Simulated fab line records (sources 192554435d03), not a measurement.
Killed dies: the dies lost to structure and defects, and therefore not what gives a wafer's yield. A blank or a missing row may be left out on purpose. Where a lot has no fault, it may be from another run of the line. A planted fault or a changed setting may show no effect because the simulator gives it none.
Chamber matching ; flow n5 finfet ; 3 sister chambers for N5_BEOL_M5_CO_CAP_78 on cvd co-01
The step material Co, precursor CCTBA/H2, target thk 2 nm, time 102.1 s. 14 wafers are shown with their chamber, then 7 later ones without.

WAFERS WITH THEIR CHAMBER
wafer;chamber;heater power w (W)
L808.2;0;208
L808.4;1;229
L808.6;0;206
L810.3;2;225
L810.5;2;227
L810.6;0;204
L813.1;1;225
L813.3;0;208
L813.4;2;226
L816.4;0;215
L816.5;1;220
L816.6;2;222
L818.3;2;224
L818.4;1;225

SIGNATURES, as means of the wafers listed above
reading;chamber 0;chamber 1;chamber 2;scatter within a chamber
heater power w;208.20;224.75;224.80;3.36
Rule: for each reading, subtract the chamber's mean from the wafer's reading, divide by that reading's scatter and square the result; add these up over the readings and take the root, which gives the wafer's distance from the chamber. The wafer belongs to the nearest chamber; if the next one is less than 2 further off, it can't be placed. The scatter: take each reading less its chamber's mean, square it, sum over the shown wafers, divide by the number of wafers less the number of chambers, and take the root.

WAFERS WITHOUT THEIR CHAMBER
wafer;heater power w (W)
L818.5;231
L822.2;211
L822.4;228
L822.5;207
L821.1;235
L821.3;231
L821.6;226

EACH ONE'S CHAMBER
wafer;from the rows above;in truth
L818.5;can't be placed: 2 or 1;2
L822.2;0;0
L822.4;can't be placed: 2 or 1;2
L822.5;0;0
L821.1;can't be placed: 2 or 1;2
L821.3;can't be placed: 2 or 1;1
L821.6;can't be placed: 2 or 1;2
2 of 7 placed correctly. Cannot be placed on the basis of these rows: 5; the candidates contain the true chamber in 5. Placed wrongly: 0.
